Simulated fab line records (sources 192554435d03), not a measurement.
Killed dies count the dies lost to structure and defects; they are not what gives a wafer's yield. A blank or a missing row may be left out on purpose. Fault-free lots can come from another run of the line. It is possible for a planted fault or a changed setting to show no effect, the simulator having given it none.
fab line records ; flow n5_finfet
record: lots: 11; wafers: 32; last_day: 17
route steps=1938 shown BEOL_M12@1634 PASSIVATION@1936
lots that met no fault: taken from a fault-free run of the same line
start_h: start of the lot's first displayed wafer, in hours after the record's first day ; wait_h: how many hours have passed since the lot's step before this one ; " unchanged from the row above ; L1.1+2: a single row standing in for several wafers ; - either no value or no given start ; * or withheld: withheld ; < > ~ a bound
route shown NAME@n: NAME is a module with steps in the file, n the number in the route of the first one ; usual: the fault-free wafers' mean and standard deviation ; same: alike in all rows ; chamber/n: place in a boat ; sites: the reading at each site ; _std_site: the values' standard deviation ; _edge_site: inner sites' mean taken away from outer sites' mean ; radius_mm: how far each site lies from the wafer's centre ; mask NAME#n: copy n ; behind: the most recent tool/chamber to have shaped the wafer ; hold: what put the lot on hold/how long, in hours/how the hold closed ; device: the transistor (n, p or np) that didn't switch ; end of line: the same wafers' tests at the end of the route ; a step with no rows: only its recipe ; killed: the dies lost at the first sort to structure and to defects; this is not the yield of the wafer ; map: shows each die of a wafer: x if killed, . if not, _ if none is there
set.NAME: the setting that was run; set.NAME@STEP: the one run at that earlier step ; model.NAME: the simulator's own value behind a step, which no gauge read
a sample of lots followed through the steps of the route, with each step as a table and each wafer as a row
services: the hour from which a tool's chamber was out of use, counted from the record's first day as start_h (under 0 if before that day), plus the number of hours and why
== steps ==
step: N5_BEOL_M12_INSPECT_30
recipe: mode: adi; inspect_instrument: macro
usual: raw_defect_count: 2.0/1.3
lot.wafer;tool;chamber;start_h;wait_h;raw_defect_count
L233.2;defect_inspect-01;-;233.50;0.3;3
L233.3;defect_inspect-01;-;233.50;0.3;2
L233.6;defect_inspect-01;-;233.50;0.3;3
L234.3;defect_inspect-02;-;251.07;0.0;4
L234.4;defect_inspect-02;-;251.07;0.0;4
L234.6;defect_inspect-02;-;251.07;0.0;3
L237.1;defect_inspect-01;-;270.20;0.0;3
L237.4;defect_inspect-01;-;270.20;0.0;2
L237.6;defect_inspect-01;-;270.20;0.0;1
L238.4;defect_inspect-02;-;282.17;0.0;0
L238.5;defect_inspect-02;-;282.17;0.0;2
L238.6;defect_inspect-02;-;282.17;0.0;3
L240.1;defect_inspect-01;-;290.12;0.0;3
L240.2;defect_inspect-01;-;290.12;0.0;4
L240.4;defect_inspect-01;-;290.12;0.0;4
L243.2;defect_inspect-01;-;290.52;0.0;3
L243.3;defect_inspect-01;-;290.52;0.0;0
L243.5;defect_inspect-01;-;290.52;0.0;1
L241.1;defect_inspect-01;-;297.87;0.0;1
L241.2;defect_inspect-01;-;297.87;0.0;1
L241.3;defect_inspect-01;-;297.87;0.0;1
L242.2;defect_inspect-01;-;298.87;0.0;2
L242.3;defect_inspect-01;-;298.87;0.0;1
L242.4;defect_inspect-01;-;298.87;0.0;1
L246.3;defect_inspect-01;-;320.37;0.0;0
L246.5;defect_inspect-01;-;320.37;0.0;4
L253.2;defect_inspect-02;-;362.36;0.0;1
L253.4;defect_inspect-02;-;362.36;0.0;0
L253.5;defect_inspect-02;-;362.36;0.0;3
L252.1;defect_inspect-02;-;363.20;0.0;3
L252.2;defect_inspect-02;-;363.20;0.0;0
L252.4;defect_inspect-02;-;363.20;0.0;2
step: N5_BEOL_M12_ETCH_38
recipe: chemistry: CF4/N2; target: SiCN; target_depth_a: 687; taper_deg: 2; time_s: 73.4; ion_energy_ev: 150; mask_material: SiO2; pressure_mtorr: 40; source_w: 430; bias_w: 70; Ar_flow_sccm: 100; cf4_flow_sccm: 60; n2_flow_sccm: 60
usual: bias_w: 69.99/0.22; drypump_motor_current_A: 5.6/0.58; n2_flow_sccm: 59.99/0.16; oes_product_au: 0.82/0.07; rf_vpp_V: 382.6/1.7; showerhead_plenum_p_Torr: 2.22/0.067; throttle_valve_pct: 15.36/0.17
lot.wafer;tool;chamber;start_h;wait_h;bias_w;drypump_motor_current_A;n2_flow_sccm;oes_product_au;rf_hours_counter_h;rf_vpp_V;showerhead_plenum_p_Torr;throttle_valve_pct
L233.2;rie_diel-06;2;235.78;-;69.51;6.1;60.15;0.82;65;380.8;2.15;15.36
L233.3;rie_diel-06;3;235.78;-;69.82;5.0;59.76;0.69;248;381.4;2.17;15.72
L233.6;rie_diel-06;1;235.78;-;70.08;5.3;60.07;0.87;-;383.4;2.25;15.37
L234.3;rie_diel-02;2;253.97;-;69.88;4.9;60.23;0.78;123;383.8;2.21;15.60
L234.4;rie_diel-02;0;253.97;-;70.42;5.0;60.19;0.90;16;384.2;2.35;15.29
L234.6;rie_diel-02;3;253.97;-;70.26;5.9;59.91;0.87;-;383.7;2.33;15.20
L237.1;rie_diel-06;0;274.85;-;70.05;5.8;60.16;0.69;245;382.9;2.17;15.56
L237.4;rie_diel-06;2;274.85;-;69.61;6.1;59.92;0.79;82;382.0;2.14;15.37
L237.6;rie_diel-06;1;274.85;-;70.16;5.3;60.26;0.84;-;382.0;2.24;15.43
L238.4;rie_diel-02;2;283.33;-;70.19;4.9;60.15;0.77;133;384.2;2.21;15.64
L238.5;rie_diel-02;1;283.33;-;69.88;6.7;59.83;0.88;-;381.4;2.14;15.24
L238.6;rie_diel-02;0;283.33;-;69.86;5.0;60.18;0.87;-;385.0;2.34;15.30
L240.1;rie_diel-02;2;292.48;-;69.97;5.0;60.10;0.76;137;382.2;2.21;15.63
L240.2;rie_diel-02;0;292.48;-;69.93;5.0;59.83;0.87;31;384.2;2.34;15.31
L240.4;rie_diel-02;1;292.48;-;70.05;6.7;60.38;0.86;56;380.3;2.14;15.25
L243.2;rie_diel-02;3;293.70;-;70.07;5.9;60.13;0.85;75;383.9;2.32;15.23
L243.3;rie_diel-02;2;293.70;-;70.28;4.9;60.11;0.77;137;381.9;2.21;15.64
L243.5;rie_diel-02;1;293.70;-;70.36;6.7;60.16;1.08;-;380.7;2.14;15.25
L241.1;rie_diel-04;3;298.72;-;69.95;5.5;60.11;0.75;159;383.1;2.20;15.53
L241.2;rie_diel-04;0;298.72;-;70.44;6.2;60.10;0.79;102;383.1;2.23;15.06
L241.3;rie_diel-04;2;298.72;-;69.74;5.1;59.91;0.84;90;382.0;2.23;15.24
L242.2;rie_diel-06;1;299.60;-;69.71;5.3;60.06;0.84;56;382.5;2.24;15.42
L242.3;rie_diel-06;2;299.60;-;70.17;6.0;59.90;0.78;92;380.9;2.14;15.41
L242.4;rie_diel-06;3;299.60;-;69.93;5.0;60.00;0.97;-;380.9;2.17;15.25
L246.3;rie_diel-02;1;322.13;-;70.45;6.7;59.82;0.87;67;379.7;2.14;15.27
L246.5;rie_diel-02;1;322.13;-;70.11;6.7;59.85;1.05;-;380.5;2.14;15.30
L253.2;rie_diel-04;2;363.29;-;69.92;5.1;60.04;0.82;110;382.5;2.22;15.29
L253.4;rie_diel-04;1;363.29;-;70.18;5.5;59.82;0.95;9;380.3;2.16;15.16
L253.5;rie_diel-04;3;363.29;-;70.16;5.5;60.05;0.72;-;381.7;2.20;15.57
L252.1;rie_diel-04;1;365.82;-;70.27;5.5;60.20;0.95;9;381.7;2.16;15.17
L252.2;rie_diel-04;2;365.82;-;69.79;5.1;59.72;0.83;111;383.0;2.22;15.26
L252.4;rie_diel-04;3;365.82;-;70.15;5.5;60.05;0.73;188;380.9;2.20;15.58
step: N5_BEOL_M12_DEGAS_41
recipe: ambient: vacuum; temp_c: 250; time_s: 60
usual: heater_power_w: 338/42
lot.wafer;tool;chamber;start_h;wait_h;heater_power_w
L233.2;pvd_sputter-01;-;236.27;0.3;314
L233.3;pvd_sputter-01;-;236.27;0.3;397
L233.6;pvd_sputter-01;-;236.27;0.3;373
L234.3;pvd_sputter-02;-;254.51;0.4;397
L234.4;pvd_sputter-02;-;254.51;0.4;301
L234.6;pvd_sputter-02;-;254.51;0.4;393
L237.1;pvd_sputter-02;-;275.24;0.2;423
L237.4;pvd_sputter-02;-;275.24;0.2;401
L237.6;pvd_sputter-02;-;275.24;0.2;315
L238.4;pvd_sputter-03;-;283.79;0.3;347
L238.5;pvd_sputter-03;-;283.79;0.3;336
L238.6;pvd_sputter-03;-;283.79;0.3;345
L240.1;pvd_sputter-03;-;293.62;1.0;294
L240.2;pvd_sputter-03;-;293.62;1.0;333
L240.4;pvd_sputter-03;-;293.62;1.0;339
L243.2;pvd_sputter-03;-;294.38;0.5;351
L243.3;pvd_sputter-03;-;294.38;0.5;335
L243.5;pvd_sputter-03;-;294.38;0.5;292
L241.1;pvd_sputter-03;-;299.20;0.3;297
L241.2;pvd_sputter-03;-;299.20;0.3;356
L241.3;pvd_sputter-03;-;299.20;0.3;341
L242.2;pvd_sputter-03;-;300.30;0.5;356
L242.3;pvd_sputter-03;-;300.30;0.5;301
L242.4;pvd_sputter-03;-;300.30;0.5;297
L246.3;pvd_sputter-02;-;322.53;0.0;314
L246.5;pvd_sputter-02;-;322.53;0.0;284
L253.2;pvd_sputter-01;-;363.81;0.4;370
L253.4;pvd_sputter-01;-;363.81;0.4;308
L253.5;pvd_sputter-01;-;363.81;0.4;330
L252.1;pvd_sputter-03;-;366.18;0.2;368
L252.2;pvd_sputter-03;-;366.18;0.2;331
L252.4;pvd_sputter-03;-;366.18;0.2;290
step: N5_BEOL_M12_CMP_49
recipe: stop_on: SiOC; t_overpolish_s: 20.6; down_force_psi: 1; platen_rpm: 50; clearing_platen_down_force_psi: 1.5; clearing_platen_rpm: 50; post_cmp_clean: cu_alkaline; target_thk_nm: 320; clearing_platen_pad_velocity_m_s: 0.99484; pad_velocity_m_s: 0.99484
usual: barrier_field_endpoint_s: 30.4/0.55; clearing_platen_down_force_psi: 1.500/0.0033; motor_current_A: 6.4/0.66; overpolish_run_s: 20.600/0.0085
lot.wafer;tool;chamber;start_h;wait_h;barrier_field_endpoint_s;clearing_platen_down_force_psi;motor_current_A;overpolish_run_s
L233.2;cmp-01;1;237.50;0.2;30.6;1.497;6.3;20.596
L233.3;cmp-01;3;237.50;0.2;31.3;1.501;5.4;20.597
L233.6;cmp-01;1;237.50;0.2;30.1;1.502;6.4;20.598
L234.3;cmp-01;1;255.38;0.2;30.6;1.501;6.5;20.596
L234.4;cmp-01;2;255.38;0.2;30.4;1.498;5.2;20.584
L234.6;cmp-01;1;255.38;0.2;30.0;1.502;6.3;20.595
L237.1;cmp-02;0;276.13;0.3;30.2;1.501;7.1;20.617
L237.4;cmp-02;2;276.13;0.3;31.3;1.502;6.5;20.619
L237.6;cmp-02;1;276.13;0.3;30.5;1.501;6.3;20.597
L238.4;cmp-02;3;284.66;0.2;30.2;1.500;8.0;20.599
L238.5;cmp-02;1;284.66;0.2;30.8;1.499;6.1;20.606
L238.6;cmp-02;2;284.66;0.2;30.3;1.506;6.3;20.592
L240.1;cmp-02;3;294.42;0.3;29.8;1.503;7.4;20.586
L240.4;cmp-02;0;294.42;0.3;30.0;1.502;6.7;20.605
L240.2;cmp-02;2;294.42;0.3;30.3;1.499;6.5;20.601
L243.3;cmp-01;0;295.22;0.2;29.9;1.497;6.1;20.598
L243.2;cmp-01;1;295.22;0.2;29.4;1.495;6.6;20.597
L243.5;cmp-01;3;295.22;0.2;30.3;1.500;5.8;20.589
L241.1;cmp-02;2;299.99;0.3;31.5;1.501;6.2;20.611
L241.3;cmp-02;0;299.99;0.3;31.1;1.497;6.6;20.593
L241.2;cmp-02;1;299.99;0.3;30.9;1.497;6.4;20.598
L242.3;cmp-01;0;301.21;0.2;30.0;1.503;5.8;20.611
L242.4;cmp-01;1;301.21;0.2;30.9;1.495;6.5;20.600
L242.2;cmp-01;3;301.21;0.2;30.3;1.502;5.7;20.621
L246.3;cmp-01;1;323.33;0.2;30.6;1.492;6.6;20.598
L246.5;cmp-01;1;323.33;0.2;30.5;1.496;6.2;20.615
L253.4;cmp-01;3;365.45;0.2;30.0;1.505;5.9;20.603
L253.2;cmp-01;1;365.45;0.2;29.9;1.500;6.6;20.610
L253.5;cmp-01;3;365.45;0.2;29.9;1.498;5.9;20.602
L252.2;cmp-02;0;366.99;0.2;30.5;1.504;7.1;20.590
L252.4;cmp-02;1;366.99;0.2;30.5;1.495;6.5;20.601
L252.1;cmp-02;3;366.99;0.2;30.3;1.499;7.7;20.604
step: N5_PASSIVATION_PROBE_49
usual: defect_limited_yield: 91.3/1.3; killed_at_M0_to_M3: 33/8.9; killed_at_M4_up: 15/5.4; killed_at_contacts: 13/5.8; killed_at_front_end: 39/9.9; killed_at_other: 3.2/2.9; killed_dies: 102/15; killed_open: 68/12; killed_short: 34/7.6; sort_bin_4_leakage: 0.00/0.007; sort_bin_5_function: 5.1/0.89; sort_bin_6_memory: 3.2/0.63; sort_bin_8_speed: 0.00/0.007; sort_n_pass: 1078/15; sort_yield_pct: 91.3/1.3
same: gross_dies: 1180; killed_at_back_side: 0
lot.wafer;tool;chamber;start_h;wait_h;defect_limited_yield[%];killed_at_M0_to_M3;killed_at_M4_up;killed_at_contacts;killed_at_front_end;killed_at_other;killed_dies;killed_open;killed_short;sort_bin_4_leakage[%];sort_bin_5_function[%];sort_bin_6_memory[%];sort_bin_8_speed[%];sort_n_pass;sort_yield_pct[%]
L234.3;prober-02;-;286.52;0.1;92.1;40;16;7;20;10;93;67;26;0;4.7;3.1;0;1087;92.1
L234.4;prober-02;-;286.57;0.2;90.7;44;18;13;29;6;110;70;38;0;5.3;3.9;0;1070;90.7
L234.6;prober-02;-;286.67;0.3;93.4;29;12;4;26;7;78;50;27;0;3.9;2.5;0;1102;93.4
L237.1;prober-02;-;306.13;0.0;92.7;34;11;6;32;3;86;49;37;0;4.0;2.9;0;1094;92.7
L237.4;prober-02;-;306.28;0.2;92.3;22;16;9;39;5;91;61;29;0;4.4;3.1;0;1089;92.3
L237.6;prober-02;-;306.38;0.3;92.3;17;17;19;37;1;91;65;24;0;4.3;3.3;0;1089;92.3
L246.3;prober-02;-;360.31;0.1;89.9;41;12;9;57;0;119;72;46;0;4.7;5.0;0;1061;89.9
L246.5;prober-02;-;360.41;0.2;91.0;26;22;15;43;0;106;69;37;0;4.7;3.8;0;1074;91.0
L252.1;prober-01;-;405.58;0.0;87.5;42;19;34;53;0;148;93;54;0;7.8;4.4;0;1032;87.5
L252.2;prober-01;-;405.63;0.1;90.2;30;19;17;48;2;116;74;42;0;5.2;4.4;0;1064;90.2
L252.4;prober-01;-;405.73;0.2;89.1;47;18;17;46;1;129;98;30;0;6.7;4.2;0;1051;89.1
killed by level:class
L234.3 BEOL_M0_SAQP:geometric_particle:open=13 FIN_SAQP:geometric_particle:open=9 BEOL_M0_SAQP:geometric_particle:short=8 BEOL_M2:geometric_particle:open=7 MOL_CONTACT_COAG:geometric_particle:open=6 BEOL_M4:geometric_particle:open=6 PAD_METAL:geometric_particle:open=6 BEOL_M2:geometric_particle:short=4
L234.4 MOL_CONTACT_COAG:geometric_particle:open=11 BEOL_M2:geometric_particle:short=8 BEOL_M0_SAQP:geometric_particle:open=7 BEOL_M2:geometric_particle:open=7 DUMMY_GATE:geometric_particle:open=6 BEOL_M0_SAQP:geometric_particle:short=6 STARTING-WAFER:geometric_particle:open=6 GATE_CUT:geometric_particle:short=5
L234.6 BEOL_M0_SAQP:geometric_particle:short=6 BEOL_M2:geometric_particle:open=6 DUMMY_GATE:geometric_particle:open=5 GATE_CUT:geometric_particle:short=5 BEOL_M0_SAQP:geometric_particle:open=5 BEOL_M3:geometric_particle:open=5 FIN_SAQP:geometric_particle:open=4 MOL_CONTACT_COAG:geometric_particle:open=4
L237.1 BEOL_M3:geometric_particle:open=8 FIN_SAQP:geometric_particle:short=6 STI_FIN_REVEAL:geometric_particle:open=6 BEOL_M0_SAQP:geometric_particle:open=6 BEOL_M1:geometric_particle:short=5 STARTING-WAFER:geometric_particle:short=5 GATE_CUT:geometric_particle:short=4 BEOL_M1:geometric_particle:open=4
L237.4 STI_FIN_REVEAL:geometric_particle:open=15 BEOL_M4:geometric_particle:open=9 FIN_SAQP:geometric_particle:short=8 MOL_CONTACT_COAG:geometric_particle:open=6 DUMMY_GATE:geometric_particle:open=4 BEOL_M1:geometric_particle:open=4 BEOL_M2:geometric_particle:open=4 MOL_CONTACT_COAG:geometric_particle:short=3
L237.6 MOL_CONTACT_COAG:geometric_particle:open=16 STI_FIN_REVEAL:geometric_particle:open=9 BEOL_M4:geometric_particle:open=7 FIN_SAQP:geometric_particle:open=6 BEOL_M3:geometric_particle:open=5 BEOL_M8:geometric_particle:open=4 FIN_SAQP:geometric_particle:short=3 STI_FIN_REVEAL:geometric_particle:short=3
L246.3 FIN_SAQP:geometric_particle:short=13 BEOL_M0_SAQP:geometric_particle:open=13 BEOL_M0_SAQP:geometric_particle:short=11 MOL_CONTACT_COAG:geometric_particle:open=9 STI_FIN_REVEAL:geometric_particle:open=8 GATE_CUT:geometric_particle:short=7 BEOL_M4:geometric_particle:open=7 BEOL_M3:geometric_particle:open=6
L246.5 MOL_CONTACT_COAG:geometric_particle:open=13 FIN_SAQP:geometric_particle:open=8 BEOL_M5:geometric_particle:open=8 FIN_SAQP:geometric_particle:short=7 STI_FIN_REVEAL:geometric_particle:open=7 BEOL_M0_SAQP:geometric_particle:short=7 BEOL_M3:geometric_particle:open=7 GATE_CUT:geometric_particle:short=4
L252.1 MOL_CONTACT_COAG:geometric_particle:open=26 BEOL_M1:geometric_particle:open=12 BEOL_M4:geometric_particle:short=11 DUMMY_GATE:geometric_particle:open=10 MOL_CONTACT_COAG:geometric_particle:short=8 STI_FIN_REVEAL:geometric_particle:open=7 FIN_SAQP:geometric_particle:short=6 FIN_SAQP:geometric_particle:open=6
L252.2 MOL_CONTACT_COAG:geometric_particle:open=13 BEOL_M2:geometric_particle:open=8 STI_FIN_REVEAL:geometric_particle:open=8 FIN_SAQP:geometric_particle:open=6 DUMMY_GATE:geometric_particle:open=6 BEOL_M3:geometric_particle:open=6 BEOL_M4:geometric_particle:open=6 ILD0:geometric_particle:short=5
L252.4 BEOL_M3:geometric_particle:open=21 DUMMY_GATE:geometric_particle:open=13 MOL_CONTACT_COAG:geometric_particle:open=12 FIN_SAQP:geometric_particle:open=6 BEOL_M0:geometric_particle:open=6 BEOL_M2:geometric_particle:open=6 BEOL_M4:geometric_particle:open=6 STI_FIN_REVEAL:geometric_particle:open=5
== services ==
tool;chamber;start_h;hours;kind
rie_diel-02;-;217.41;0.9;repair
rie_diel-02;-;221.67;28.1;pm
cmp-02;-;226.81;4.0;pm
cmp-02;-;230.81;-;consumable_replace:conditioner
cmp-02;-;230.81;-;consumable_replace:pad
cmp-02;-;232.15;6.3;pm
rie_diel-06;3;240.20;-;clean
rie_diel-06;3;240.20;-;consumable_replace:focus_ring
rie_diel-06;3;240.20;19.6;scheduled_down
rie_diel-06;3;240.20;19.6;vent_cycle
cmp-02;-;253.63;2.3;repair
rie_diel-04;1;283.96;9.8;repair
rie_diel-06;0;291.93;-;clean
rie_diel-06;0;291.93;-;consumable_replace:focus_ring
rie_diel-06;0;291.93;14.4;scheduled_down
rie_diel-06;0;291.93;14.4;vent_cycle
rie_diel-04;2;306.92;9.3;repair
cmp-01;-;326.51;0.5;repair
cmp-02;-;328.09;3.5;repair
pvd_sputter-03;-;338.38;2.8;repair
cmp-02;-;341.77;0.2;repair
cmp-01;-;349.86;1.8;repair
cmp-01;-;352.65;1.2;repair
rie_diel-02;0;360.62;1.7;repair
== key ==
first_sign: step: N5_BEOL_M12_ETCH_38; reading: oes_product_au; direction: up; sigmas: 3.6; usual: 0.82; struck: 1.07
effect none on later readings
met_at N5_BEOL_M12_ETCH_38
struck_lots L243,L246
struck_wafers L243.5,L246.5
not_acting_at N5_BEOL_M12_INSPECT_30,N5_BEOL_M12_DEGAS_41,N5_BEOL_M12_CMP_49
onset_between 292.48 293.70
fault: kind: process_parameter_drift; tool: rie_diel-02; chamber: -; onset_h: 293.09; steps: N5_BEOL_M12_ETCH_38; channel: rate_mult; offset: 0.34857; shape: step; end_h: 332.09; scope: struck_wafers_only
